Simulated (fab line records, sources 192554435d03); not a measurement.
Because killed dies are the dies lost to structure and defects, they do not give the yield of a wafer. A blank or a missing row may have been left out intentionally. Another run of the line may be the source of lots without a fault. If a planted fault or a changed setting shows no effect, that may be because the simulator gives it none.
Which tool is to blame? | flow n5 finfet | Sampling: 10 lots, 30 wafers, 2 of 1938 route steps

WHAT EACH GAUGE READ, for each wafer
N5_BEOL_M12_INSPECT_30: inspects for defects (macro).
lot  | measured     | on                | raw defect count
L985 | day 12 17:28 | defect inspect-01 | 1 2 2
L984 | day 12 17:46 | defect inspect-01 | 1 2 2
L989 | day 13 18:58 | defect inspect-01 | 5 6 3
L995 | day 14 06:57 | defect inspect-02 | 3 1 1
L993 | day 14 15:57 | defect inspect-01 | 1 2 1
L100 | day 16 05:23 | defect inspect-02 | 2 3 1
L998 | day 16 05:58 | defect inspect-02 | 1 1 0
L102 | day 17 01:54 | defect inspect-02 | 3 4 2
L106 | day 17 09:22 | defect inspect-02 | 4 4 4
L103 | day 17 10:30 | defect inspect-02 | 0 1 1

N5_BEOL_M12_INSPECT_55: inspects for defects (darkfield).
lot  | measured     | on                | raw defect count
L985 | day 12 20:42 | defect inspect-02 | 60 58 67
L984 | day 12 21:55 | defect inspect-01 | 135 165 74
L989 | day 14 01:15 | defect inspect-02 | 56 79 52
L995 | day 14 13:50 | defect inspect-01 | 57 74 58
L993 | day 14 19:28 | defect inspect-02 | 62 51 41
L100 | day 16 10:34 | defect inspect-01 | 87 83 62
L998 | day 16 10:50 | defect inspect-02 | 75 39 82
L102 | day 17 06:01 | defect inspect-01 | 48 45 61
L106 | day 17 14:24 | defect inspect-02 | 108 43 92
L103 | day 17 14:51 | defect inspect-01 | 112 33 136

WHICH TOOL RAN EACH LOT (tool, then ch and the chambers of the sampled wafers, then the start)
Before these readings, the record contains no process step.

WHAT THE TOOLS THEMSELVES READ (means of the sampled wafers that have a number; where no wafer has one, the mark that the record gives instead)
The record holds no such reading with a usual standard deviation.

THE ANSWER, worked out from the rows above alone
Rule: the usual values come from the lots themselves. The widest of any qualifying gaps counts: lots, ordered by their means at a reading, are off when they make up no more than a third of the lots, leave a main group of 4 or more, and stand apart from it by 3 or more times the standard deviation of that group's means. The tables above print the reading to a certain number of digits; a main group whose means all agree to those digits is not used. A lot without any number at a reading at which 4 lots or more have one is off too. All remaining lots with rows at the step are treated as sound. First the gauges in route order, then the tools' own readings, where a lot's mean is used as printed above. At the first step where some lot is off, the reading lying furthest off is the one used; lots without a number count as furthest.
No lot is off at any reading shown: from this, nothing can be told.

WHAT THE SIMULATOR HAD INSERTED
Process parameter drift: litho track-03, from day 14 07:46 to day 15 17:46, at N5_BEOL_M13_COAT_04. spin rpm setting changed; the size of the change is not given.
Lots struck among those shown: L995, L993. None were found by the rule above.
